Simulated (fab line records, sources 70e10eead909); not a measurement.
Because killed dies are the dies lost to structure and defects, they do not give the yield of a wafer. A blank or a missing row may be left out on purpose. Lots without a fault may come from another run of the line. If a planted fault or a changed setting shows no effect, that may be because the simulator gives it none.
fab line records :: flow nand_harc
record
  lots=5
  wafers=15
  last_day=33
route steps=1302 shown P_GATE@170 END@1302
lots untouched by any fault: they come from a run of this same line in which no faults occurred
start_h: hours from the record's opening day to when the first of the lot's shown wafers began :: wait_h: how many hours have passed since the lot's step before this one :: " same as the row above :: L1.1+2: several wafers, shown together as one row :: - no value, or no start was given :: * or withheld: withheld :: < > ~ a bound
route shown NAME@n: NAME is a module with steps in the file, n the number in the route of the first one :: usual: mean/standard deviation taken from wafers without a fault :: same: alike in all rows :: chamber/n: place in a boat :: sites: readings site by site :: _std_site: their standard deviation :: _edge_site: inner sites' mean taken away from outer sites' mean :: radius_mm: how far each site lies from the wafer's centre :: mask NAME#n: copy n :: behind: tool/chamber where the wafer was last shaped :: hold: the reason the lot was held/the length of the hold in hours/how it ended :: device: the n, p or np transistor that did not switch :: end of line: the same wafers' tests at the end of the route :: step lacking rows: just its recipe :: killed: not the wafer's yield, but the dies lost to structure and defects at the first sort :: map: the dies of a wafer, with x for killed, . for not killed, _ for no die there
set.NAME: the run value of the setting; set.NAME@STEP: its run value at that earlier step :: model.NAME: the simulator's own value behind a step, which no gauge read
lots seen at some steps along the route; tables by step, rows by wafer
services: the hour from which a tool's chamber was out of use, counted from the record's first day as start_h (under 0 if before that day), plus the number of hours and why
## steps
# step NHARC_P_GATE_CD_MEAS_46
# recipe
  target_cd_nm=720
  landing_energy_ev=500
# usual
  cd_nm=719.8/1.6
lot.wafer: L294.2
tool: cd_sem-03
chamber: 0
start_h: 172.65
wait_h: -
cd_nm: 717.1

lot.wafer: L294.4
tool: cd_sem-03
chamber: 0
start_h: 172.65
wait_h: -
cd_nm: 718.4

lot.wafer: L294.5
tool: cd_sem-03
chamber: 0
start_h: 172.65
wait_h: -
cd_nm: 716.9

lot.wafer: L298.1
tool: cd_sem-01
chamber: 0
start_h: 214.57
wait_h: -
cd_nm: 722.4

lot.wafer: L298.2
tool: cd_sem-01
chamber: 0
start_h: 214.57
wait_h: -
cd_nm: 721.5

lot.wafer: L298.4
tool: cd_sem-01
chamber: 0
start_h: 214.57
wait_h: -
cd_nm: 719.4

lot.wafer: L303.1
tool: cd_sem-03
chamber: 0
start_h: 269.95
wait_h: -
cd_nm: 720.6

lot.wafer: L303.4
tool: cd_sem-03
chamber: 0
start_h: 269.95
wait_h: -
cd_nm: 721.0

lot.wafer: L303.5
tool: cd_sem-03
chamber: 0
start_h: 269.95
wait_h: -
cd_nm: 719.0

lot.wafer: L306.1
tool: cd_sem-02
chamber: 0
start_h: 294.61
wait_h: -
cd_nm: 719.6

lot.wafer: L306.4
tool: cd_sem-02
chamber: 0
start_h: 294.61
wait_h: -
cd_nm: 719.6

lot.wafer: L306.6
tool: cd_sem-02
chamber: 0
start_h: 294.61
wait_h: -
cd_nm: 717.8

lot.wafer: L308.2
tool: cd_sem-01
chamber: 0
start_h: 319.48
wait_h: -
cd_nm: 721.1

lot.wafer: L308.3
tool: cd_sem-01
chamber: 0
start_h: 319.48
wait_h: -
cd_nm: 720.7

lot.wafer: L308.6
tool: cd_sem-01
chamber: 0
start_h: 319.48
wait_h: -
cd_nm: 718.3
# step NHARC_P_GATE_HARDBAKE_47
# recipe
  temp_c=125
  time_s=80
# step NHARC_P_GATE_DESCUM_48
# recipe
  time_s=3
  o2_flow_sccm=200
  ar_flow_sccm=0
  bias_power_w=0
  chemistry=O2
# usual
  drypump_motor_current_A=5.6/0.41
  o2_flow_sccm=200.1/0.79
  oes_product_au=1.000/0.0095
  rf_vpp_V=57.9/0.85
  showerhead_plenum_p_Torr=1.91/0.079
  throttle_valve_pct=11.311/0.0085
lot.wafer: L294.2
tool: rie_diel-09
chamber: 2
start_h: 172.81
wait_h: -
drypump_motor_current_A: 6.4
o2_flow_sccm: 199.5
oes_product_au: 1.015
rf_hours_counter_h: 0
rf_vpp_V: 58.5
showerhead_plenum_p_Torr: 2.01
throttle_valve_pct: 11.311

lot.wafer: L294.4
tool: rie_diel-09
chamber: 3
start_h: 172.81
wait_h: -
drypump_motor_current_A: 5.7
o2_flow_sccm: 200.5
oes_product_au: 0.997
rf_hours_counter_h: 0
rf_vpp_V: 58.3
showerhead_plenum_p_Torr: 1.93
throttle_valve_pct: 11.309

lot.wafer: L294.5
tool: rie_diel-09
chamber: 2
start_h: 172.81
wait_h: -
drypump_motor_current_A: 6.4
o2_flow_sccm: 200.2
oes_product_au: 1.014
rf_hours_counter_h: -
rf_vpp_V: 59.1
showerhead_plenum_p_Torr: 2.01
throttle_valve_pct: 11.311

lot.wafer: L298.1
tool: rie_diel-09
chamber: 3
start_h: 214.73
wait_h: -
drypump_motor_current_A: 5.7
o2_flow_sccm: 200.8
oes_product_au: 1.007
rf_hours_counter_h: 2
rf_vpp_V: 57.3
showerhead_plenum_p_Torr: 1.93
throttle_valve_pct: 11.298

lot.wafer: L298.4
tool: rie_diel-09
chamber: 1
start_h: 214.73
wait_h: -
drypump_motor_current_A: 5.1
o2_flow_sccm: 198.2
oes_product_au: 0.986
rf_hours_counter_h: 4
rf_vpp_V: 59.1
showerhead_plenum_p_Torr: 2.05
throttle_valve_pct: 11.318

lot.wafer: L298.2
tool: rie_diel-09
chamber: 2
start_h: 214.73
wait_h: -
drypump_motor_current_A: 6.4
o2_flow_sccm: 200.0
oes_product_au: 1.020
rf_hours_counter_h: 4
rf_vpp_V: 58.2
showerhead_plenum_p_Torr: 2.01
throttle_valve_pct: 11.319

lot.wafer: L303.1
tool: rie_diel-09
chamber: 1
start_h: 270.13
wait_h: -
drypump_motor_current_A: 5.0
o2_flow_sccm: 199.8
oes_product_au: 0.993
rf_hours_counter_h: 8
rf_vpp_V: 58.7
showerhead_plenum_p_Torr: 2.05
throttle_valve_pct: 11.313

lot.wafer: L303.4
tool: rie_diel-09
chamber: 3
start_h: 270.13
wait_h: -
drypump_motor_current_A: 5.7
o2_flow_sccm: 199.6
oes_product_au: 1.005
rf_hours_counter_h: 5
rf_vpp_V: 57.1
showerhead_plenum_p_Torr: 1.93
throttle_valve_pct: 11.315

lot.wafer: L303.5
tool: rie_diel-09
chamber: 0
start_h: 270.13
wait_h: -
drypump_motor_current_A: 5.1
o2_flow_sccm: 200.7
oes_product_au: 0.999
rf_hours_counter_h: -
rf_vpp_V: 58.8
showerhead_plenum_p_Torr: 1.84
throttle_valve_pct: 11.297

lot.wafer: L306.4
tool: rie_diel-02
chamber: 2
start_h: 294.77
wait_h: -
drypump_motor_current_A: 5.4
o2_flow_sccm: 199.3
oes_product_au: 1.002
rf_hours_counter_h: 3
rf_vpp_V: 58.0
showerhead_plenum_p_Torr: 1.87
throttle_valve_pct: 11.324

lot.wafer: L306.1
tool: rie_diel-02
chamber: 3
start_h: 294.77
wait_h: -
drypump_motor_current_A: 5.7
o2_flow_sccm: 199.5
oes_product_au: 1.001
rf_hours_counter_h: 2
rf_vpp_V: 58.2
showerhead_plenum_p_Torr: 1.89
throttle_valve_pct: 11.301

lot.wafer: L306.6
tool: rie_diel-02
chamber: 2
start_h: 294.77
wait_h: -
drypump_motor_current_A: 5.5
o2_flow_sccm: 201.4
oes_product_au: 1.000
rf_hours_counter_h: -
rf_vpp_V: 58.7
showerhead_plenum_p_Torr: 1.87
throttle_valve_pct: 11.309

lot.wafer: L308.3
tool: rie_diel-09
chamber: 3
start_h: 319.66
wait_h: -
drypump_motor_current_A: 5.7
o2_flow_sccm: 199.8
oes_product_au: 1.009
rf_hours_counter_h: 7
rf_vpp_V: 57.2
showerhead_plenum_p_Torr: 1.93
throttle_valve_pct: 11.313

lot.wafer: L308.2
tool: rie_diel-09
chamber: 0
start_h: 319.66
wait_h: -
drypump_motor_current_A: 5.1
o2_flow_sccm: 200.3
oes_product_au: 1.016
rf_hours_counter_h: 9
rf_vpp_V: 56.8
showerhead_plenum_p_Torr: 1.84
throttle_valve_pct: 11.308

lot.wafer: L308.6
tool: rie_diel-09
chamber: 2
start_h: 319.66
wait_h: -
drypump_motor_current_A: 6.4
o2_flow_sccm: 201.1
oes_product_au: 1.012
rf_hours_counter_h: -
rf_vpp_V: 58.9
showerhead_plenum_p_Torr: 2.01
throttle_valve_pct: 11.328
# step NHARC_P_GATE_IMPLANT_49
# recipe
  energy_kev=30
  dose_cm2=3e+15
  tilt_deg=7
# step NHARC_P_GATE_STRIP_111
# recipe
  power_w=1500
  temp_c=110
  time_s=250
  chemistry=N2/H2
# usual
  drypump_motor_current_A=5.6/0.54
  heater_power_w=82/6.7
lot.wafer: L294.2
tool: plasma_asher-02
chamber: 1
start_h: 173.72
wait_h: 0.7
drypump_motor_current_A: 6.2
heater_power_w: 87
rf_hours_counter_h: 21

lot.wafer: L294.4
tool: plasma_asher-02
chamber: 1
start_h: 173.72
wait_h: 0.7
drypump_motor_current_A: 6.2
heater_power_w: 90
rf_hours_counter_h: -

lot.wafer: L294.5
tool: plasma_asher-02
chamber: 0
start_h: 173.72
wait_h: 0.7
drypump_motor_current_A: 5.9
heater_power_w: 73
rf_hours_counter_h: -

lot.wafer: L298.2
tool: plasma_asher-02
chamber: 0
start_h: 215.10
wait_h: 0.2
drypump_motor_current_A: 5.9
heater_power_w: 73
rf_hours_counter_h: 28

lot.wafer: L298.1
tool: plasma_asher-02
chamber: 1
start_h: 215.10
wait_h: 0.2
drypump_motor_current_A: 6.2
heater_power_w: 86
rf_hours_counter_h: 28

lot.wafer: L298.4
tool: plasma_asher-02
chamber: 0
start_h: 215.10
wait_h: 0.2
drypump_motor_current_A: 5.9
heater_power_w: 74
rf_hours_counter_h: -

lot.wafer: L303.1
tool: plasma_asher-02
chamber: 1
start_h: 270.48
wait_h: 0.2
drypump_motor_current_A: 6.2
heater_power_w: 83
rf_hours_counter_h: 2

lot.wafer: L303.4
tool: plasma_asher-02
chamber: 0
start_h: 270.48
wait_h: 0.2
drypump_motor_current_A: 5.9
heater_power_w: 69
rf_hours_counter_h: -

lot.wafer: L303.5
tool: plasma_asher-02
chamber: 0
start_h: 270.48
wait_h: 0.2
drypump_motor_current_A: 5.9
heater_power_w: 69
rf_hours_counter_h: -

lot.wafer: L306.1
tool: plasma_asher-01
chamber: 0
start_h: 295.13
wait_h: 0.2
drypump_motor_current_A: 4.7
heater_power_w: 85
rf_hours_counter_h: 26

lot.wafer: L306.4
tool: plasma_asher-01
chamber: 1
start_h: 295.13
wait_h: 0.2
drypump_motor_current_A: 5.8
heater_power_w: 83
rf_hours_counter_h: -

lot.wafer: L306.6
tool: plasma_asher-01
chamber: 0
start_h: 295.13
wait_h: 0.2
drypump_motor_current_A: 4.8
heater_power_w: 86
rf_hours_counter_h: -

lot.wafer: L308.2
tool: plasma_asher-01
chamber: 0
start_h: 320.05
wait_h: 0.2
drypump_motor_current_A: 4.8
heater_power_w: 85
rf_hours_counter_h: 29

lot.wafer: L308.3
tool: plasma_asher-01
chamber: 0
start_h: 320.05
wait_h: 0.2
drypump_motor_current_A: 4.8
heater_power_w: 84
rf_hours_counter_h: -

lot.wafer: L308.6
tool: plasma_asher-01
chamber: 0
start_h: 320.05
wait_h: 0.2
drypump_motor_current_A: 4.8
heater_power_w: 86
rf_hours_counter_h: -
# step NHARC_P_GATE_STRIP_75
# recipe
  power_w=1500
  temp_c=250
  chemistry=O2
# usual
  drypump_motor_current_A=5.6/0.54
  heater_power_w=307/25
lot.wafer: L294.2
tool: plasma_asher-02
chamber: 1
start_h: 173.98
wait_h: 0.2
drypump_motor_current_A: 6.2
heater_power_w: 333
rf_hours_counter_h: 21

lot.wafer: L294.4
tool: plasma_asher-02
chamber: 1
start_h: 173.98
wait_h: 0.2
drypump_motor_current_A: 6.2
heater_power_w: 327
rf_hours_counter_h: -

lot.wafer: L294.5
tool: plasma_asher-02
chamber: 0
start_h: 173.98
wait_h: 0.2
drypump_motor_current_A: 5.9
heater_power_w: 266
rf_hours_counter_h: -

lot.wafer: L298.2
tool: plasma_asher-02
chamber: 0
start_h: 215.40
wait_h: 0.3
drypump_motor_current_A: 5.9
heater_power_w: 275
rf_hours_counter_h: 29

lot.wafer: L298.1
tool: plasma_asher-02
chamber: 1
start_h: 215.40
wait_h: 0.3
drypump_motor_current_A: 6.1
heater_power_w: 322
rf_hours_counter_h: 29

lot.wafer: L298.4
tool: plasma_asher-02
chamber: 0
start_h: 215.40
wait_h: 0.3
drypump_motor_current_A: 5.9
heater_power_w: 270
rf_hours_counter_h: -

lot.wafer: L303.1
tool: plasma_asher-02
chamber: 1
start_h: 270.78
wait_h: 0.3
drypump_motor_current_A: 6.2
heater_power_w: 318
rf_hours_counter_h: 2

lot.wafer: L303.4
tool: plasma_asher-02
chamber: 0
start_h: 270.78
wait_h: 0.3
drypump_motor_current_A: 5.9
heater_power_w: 253
rf_hours_counter_h: -

lot.wafer: L303.5
tool: plasma_asher-02
chamber: 0
start_h: 270.78
wait_h: 0.3
drypump_motor_current_A: 5.9
heater_power_w: 257
rf_hours_counter_h: -

lot.wafer: L306.1
tool: plasma_asher-01
chamber: 0
start_h: 295.43
wait_h: 0.2
drypump_motor_current_A: 4.8
heater_power_w: 313
rf_hours_counter_h: 26

lot.wafer: L306.4
tool: plasma_asher-01
chamber: 1
start_h: 295.43
wait_h: 0.2
drypump_motor_current_A: 5.8
heater_power_w: 313
rf_hours_counter_h: -

lot.wafer: L306.6
tool: plasma_asher-01
chamber: 0
start_h: 295.43
wait_h: 0.2
drypump_motor_current_A: 4.8
heater_power_w: 319
rf_hours_counter_h: -

lot.wafer: L308.2
tool: plasma_asher-01
chamber: 0
start_h: 320.31
wait_h: 0.2
drypump_motor_current_A: 4.8
heater_power_w: 315
rf_hours_counter_h: 30

lot.wafer: L308.3
tool: plasma_asher-01
chamber: 0
start_h: 320.31
wait_h: 0.2
drypump_motor_current_A: 4.8
heater_power_w: 314
rf_hours_counter_h: -

lot.wafer: L308.6
tool: plasma_asher-01
chamber: 0
start_h: 320.31
wait_h: 0.2
drypump_motor_current_A: 4.8
heater_power_w: 312
rf_hours_counter_h: -
# step NHARC_P_GATE_STRIP_50
# recipe
  time_s=900
  temp_c=130
  chemistry=SPM
# step NHARC_P_GATE_DEHYDRATE_51
# recipe
  temp_c=150
  time_s=120
# step NHARC_P_GATE_HMDS_52
# recipe
  time_s=30
# step NHARC_P_GATE_COAT_53
# recipe
  spin_rpm=3000
# step NHARC_P_GATE_SOFTBAKE_54
# recipe
  temp_c=122
  time_s=95
# step NHARC_P_GATE_EBR_55
# step NHARC_P_GATE_EXPOSE_56
# recipe
  na=0.6
  target_cd_nm=720
  dose_mj=14.81
  mask_id=P_PSD
lot.wafer: L294.2+4+5
tool: krf_scanner-04
chamber: 0
start_h: 174.76
wait_h: -
mask: P_PSD#0

lot.wafer: L298.1+2+4
tool: krf_scanner-01
chamber: 0
start_h: 216.05
wait_h: -
mask: P_PSD#0

lot.wafer: L303.1+4+5
tool: krf_scanner-04
chamber: 0
start_h: 271.55
wait_h: -
mask: P_NSD#0

lot.wafer: L306.1+4+6
tool: krf_scanner-01
chamber: 0
start_h: 296.20
wait_h: -
mask: P_PSD#0

lot.wafer: L308.2+3+6
tool: krf_scanner-01
chamber: 0
start_h: 321.07
wait_h: -
mask: P_PSD#0
# step NHARC_P_GATE_PEB_57
# recipe
  peb_temp_c=118
  peb_time_s=85
# step NHARC_P_GATE_DEVELOP_58
# recipe
  time_s=70
# step NHARC_P_GATE_CD_MEAS_59
# recipe
  target_cd_nm=720
  landing_energy_ev=500
# usual
  cd_nm=719.5/1.9
lot.wafer: L294.2
tool: cd_sem-02
chamber: 0
start_h: 174.91
wait_h: -
cd_nm: 717.7

lot.wafer: L294.4
tool: cd_sem-02
chamber: 0
start_h: 174.91
wait_h: -
cd_nm: 715.9

lot.wafer: L294.5
tool: cd_sem-02
chamber: 0
start_h: 174.91
wait_h: -
cd_nm: 718.9

lot.wafer: L298.1
tool: cd_sem-01
chamber: 0
start_h: 216.21
wait_h: -
cd_nm: 721.8

lot.wafer: L298.2
tool: cd_sem-01
chamber: 0
start_h: 216.21
wait_h: -
cd_nm: 719.3

lot.wafer: L298.4
tool: cd_sem-01
chamber: 0
start_h: 216.21
wait_h: -
cd_nm: 719.2

lot.wafer: L303.1
tool: cd_sem-01
chamber: 0
start_h: 271.70
wait_h: -
cd_nm: -

lot.wafer: L303.4
tool: cd_sem-01
chamber: 0
start_h: 271.70
wait_h: -
cd_nm: -

lot.wafer: L303.5
tool: cd_sem-01
chamber: 0
start_h: 271.70
wait_h: -
cd_nm: -

lot.wafer: L306.1
tool: cd_sem-01
chamber: 0
start_h: 296.35
wait_h: -
cd_nm: 719.7

lot.wafer: L306.4
tool: cd_sem-01
chamber: 0
start_h: 296.35
wait_h: -
cd_nm: 719.1

lot.wafer: L306.6
tool: cd_sem-01
chamber: 0
start_h: 296.35
wait_h: -
cd_nm: 719.1

lot.wafer: L308.2
tool: cd_sem-03
chamber: 0
start_h: 321.23
wait_h: -
cd_nm: 721.1

lot.wafer: L308.3
tool: cd_sem-03
chamber: 0
start_h: 321.23
wait_h: -
cd_nm: 718.9

lot.wafer: L308.6
tool: cd_sem-03
chamber: 0
start_h: 321.23
wait_h: -
cd_nm: 721.3
# step NHARC_P_GATE_HARDBAKE_60
# recipe
  temp_c=125
  time_s=80
# step NHARC_END_SORT_01
# recipe
  temp_c=25
# usual
  killed_at_array=55/20
  killed_at_other=0.7/0.96
  killed_at_periphery=4.1/2.4
  killed_dies=60/20
  killed_open=3.3/1.9
  killed_short=2.8/1.6
# same
  gross_dies=677
lot.wafer: L303.1
tool: prober-01
chamber: 0
start_h: 713.46
wait_h: 2.5
killed_at_array: 93
killed_at_other: 2
killed_at_periphery: 582
killed_dies: 677
killed_open: 3
killed_short: 6

lot.wafer: L303.4
tool: prober-01
chamber: 0
start_h: 715.86
wait_h: 3.4
killed_at_array: 82
killed_at_other: 2
killed_at_periphery: 593
killed_dies: 677
killed_open: 3
killed_short: 3

lot.wafer: L303.5
tool: prober-01
chamber: 0
start_h: 716.67
wait_h: 3.7
killed_at_array: 74
killed_at_other: 3
killed_at_periphery: 600
killed_dies: 677
killed_open: 4
killed_short: 5
# killed by level:class
L303.1 P_GATE:area_expose=580 A_CHANNEL_HOLE_D1:chamber_film_flake=28 A_SLIT:chamber_film_flake=27 A_CHANNEL_HOLE_D2:chamber_film_flake=24 A_CONTACT:chamber_film_flake=3 A_BLC:chamber_film_flake=3 A_CHANNEL_FILL_D1:geometric_particle:open=2 THIN_TSV:chamber_film_flake=2
L303.4 P_GATE:area_expose=591 A_CHANNEL_HOLE_D1:chamber_film_flake=26 A_SLIT:chamber_film_flake=23 A_CHANNEL_HOLE_D2:chamber_film_flake=19 A_CONTACT:chamber_film_flake=5 A_STAIRCASE:chamber_film_flake=3 THIN_TSV:chamber_film_flake=2 P_M0:geometric_particle:open=1
L303.5 P_GATE:area_expose=597 A_CHANNEL_HOLE_D1:chamber_film_flake=27 A_SLIT:chamber_film_flake=18 A_CHANNEL_HOLE_D2:chamber_film_flake=11 A_STAIRCASE:chamber_film_flake=5 THIN_TSV:chamber_film_flake=3 A_CONTACT:chamber_film_flake=3 P_M0:geometric_particle:open=1
# map L303.1 (x killed, . not)
____________x____________
_________xxxxxxx_________
_______xxxxxxxxxxx_______
______xxxxxxxxxxxxx______
_____xxxxxxxxxxxxxxx_____
____xxxxxxxxxxxxxxxxx____
____xxxxxxxxxxxxxxxxx____
___xxxxxxxxxxxxxxxxxxx___
___xxxxxxxxxxxxxxxxxxx___
__xxxxxxxxxxxxxxxxxxxxx__
__xxxxxxxxxxxxxxxxxxxxx__
_xxxxxxxxxxxxxxxxxxxxxxx_
_xxxxxxxxxxxxxxxxxxxxxxx_
_xxxxxxxxxxxxxxxxxxxxxxx_
_xxxxxxxxxxxxxxxxxxxxxxx_
_xxxxxxxxxxxxxxxxxxxxxxx_
xxxxxxxxxxxxxxxxxxxxxxxxx
xxxxxxxxxxxxxxxxxxxxxxxxx
xxxxxxxxxxxxxxxxxxxxxxxxx
xxxxxxxxxxxxxxxxxxxxxxxxx
xxxxxxxxxxxxxxxxxxxxxxxxx
_xxxxxxxxxxxxxxxxxxxxxxx_
_xxxxxxxxxxxxxxxxxxxxxxx_
_xxxxxxxxxxxxxxxxxxxxxxx_
_xxxxxxxxxxxxxxxxxxxxxxx_
_xxxxxxxxxxxxxxxxxxxxxxx_
__xxxxxxxxxxxxxxxxxxxxx__
__xxxxxxxxxxxxxxxxxxxxx__
___xxxxxxxxxxxxxxxxxxx___
___xxxxxxxxxxxxxxxxxxx___
____xxxxxxxxxxxxxxxxx____
____xxxxxxxxxxxxxxxxx____
_____xxxxxxxxxxxxxxx_____
______xxxxxxxxxxxxx______
_______xxxxxxxxxxx_______
_________xxxxxxx_________
____________x____________
# map L294.2 (x killed, . not)
____________x____________
_________...xx.._________
_______..........._______
______.......xxx...______
_____.....x.x..x...._____
____.x.....xxxxx.x...____
____....x.xxxxxxx....____
___..x.....xxx.xx.....___
___.x....x..x.xx.x....___
__..........xx.xx......__
__x..x......xx.........__
_..x.........x.........x_
_...xxx.......x........x_
_......................._
_...........xx.........x_
_.....x................._
.............x.......x...
.........................
x.x......................
.........................
.....x.x....x............
_.x....................._
_..............x........_
_.................x....._
_......................._
_......................._
__x....................__
__.....................__
___...................___
___............x......___
____............x....____
____..........x......____
_____.......x......x_____
______.......x.....______
_______..........._______
_________......._________
____________.____________
## services
tool: rie_diel-09
chamber: 0
start_h: 152.17
hours: -
kind: clean

tool: rie_diel-09
chamber: 1
start_h: 152.17
hours: -
kind: clean

tool: rie_diel-09
chamber: 2
start_h: 152.17
hours: -
kind: clean

tool: rie_diel-09
chamber: 3
start_h: 152.17
hours: -
kind: clean

tool: plasma_asher-01
chamber: -
start_h: 165.00
hours: 9.0
kind: pm

tool: rie_diel-02
chamber: 3
start_h: 172.30
hours: 6.0
kind: repair

tool: krf_scanner-04
chamber: -
start_h: 182.00
hours: 4.0
kind: pm

tool: rie_diel-09
chamber: 3
start_h: 190.44
hours: 5.8
kind: repair

tool: rie_diel-09
chamber: -
start_h: 200.90
hours: 0.7
kind: repair

tool: rie_diel-02
chamber: -
start_h: 216.82
hours: 9.0
kind: pm

tool: krf_scanner-01
chamber: -
start_h: 234.40
hours: 1.8
kind: repair

tool: krf_scanner-04
chamber: -
start_h: 246.47
hours: 0.4
kind: repair

tool: plasma_asher-02
chamber: -
start_h: 251.32
hours: 9.0
kind: pm

tool: plasma_asher-02
chamber: 0
start_h: 251.32
hours: 9.0
kind: vent_cycle

tool: plasma_asher-02
chamber: 1
start_h: 251.32
hours: 9.0
kind: vent_cycle

tool: rie_diel-09
chamber: -
start_h: 260.27
hours: 0.2
kind: repair

tool: plasma_asher-02
chamber: 0
start_h: 260.32
hours: -
kind: clean

tool: plasma_asher-02
chamber: 1
start_h: 260.32
hours: -
kind: clean

tool: rie_diel-02
chamber: 2
start_h: 261.66
hours: 1.5
kind: repair

tool: krf_scanner-01
chamber: -
start_h: 271.72
hours: 0.2
kind: repair

tool: krf_scanner-01
chamber: -
start_h: 273.17
hours: 0.4
kind: repair

tool: krf_scanner-04
chamber: -
start_h: 279.08
hours: 4.8
kind: repair

tool: krf_scanner-01
chamber: -
start_h: 312.00
hours: 4.0
kind: pm

tool: rie_diel-09
chamber: -
start_h: 320.17
hours: 9.0
kind: pm
## key
first_sign
  step=NHARC_P_GATE_EXPOSE_56
  reading=mask
  direction=changed
effect
  step=NHARC_P_GATE_CD_MEAS_59
  reading=cd_nm
  direction=missing
effect
  step=NHARC_END_SORT_01
  reading=killed_at_periphery
  direction=up
  sigmas=99+
  usual=4.1
  struck=591.7
more_kills_born_at
  NHARC_P_GATE_EXPOSE_56@krf_scanner-04=1768
met_at NHARC_P_GATE_EXPOSE_56
struck_wafers L303.1,L303.4,L303.5
later_rows_left_out L303.1,L303.4,L303.5
tester_left_out L303
onset_between 174.76 271.55
fault
  kind=wrong_mask
  tool=any
  chamber=-
  onset_h=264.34
  steps=NHARC_P_GATE_EXPOSE_56
  aux_copy=P_NSD#0
  scope=struck_lots_only
# tester_left_out: of these lots the tester's yield and bins aren't shown, on N5 and GAA mostly nor the transistor test; their killed dies are dies lost to structure and defects alone, not to doping, threshold or leakage, so they don't give the yield
# later_rows_left_out: the simulator's readings of these wafers behind a module that went badly wrong aren't trusted and aren't shown, but for the sort
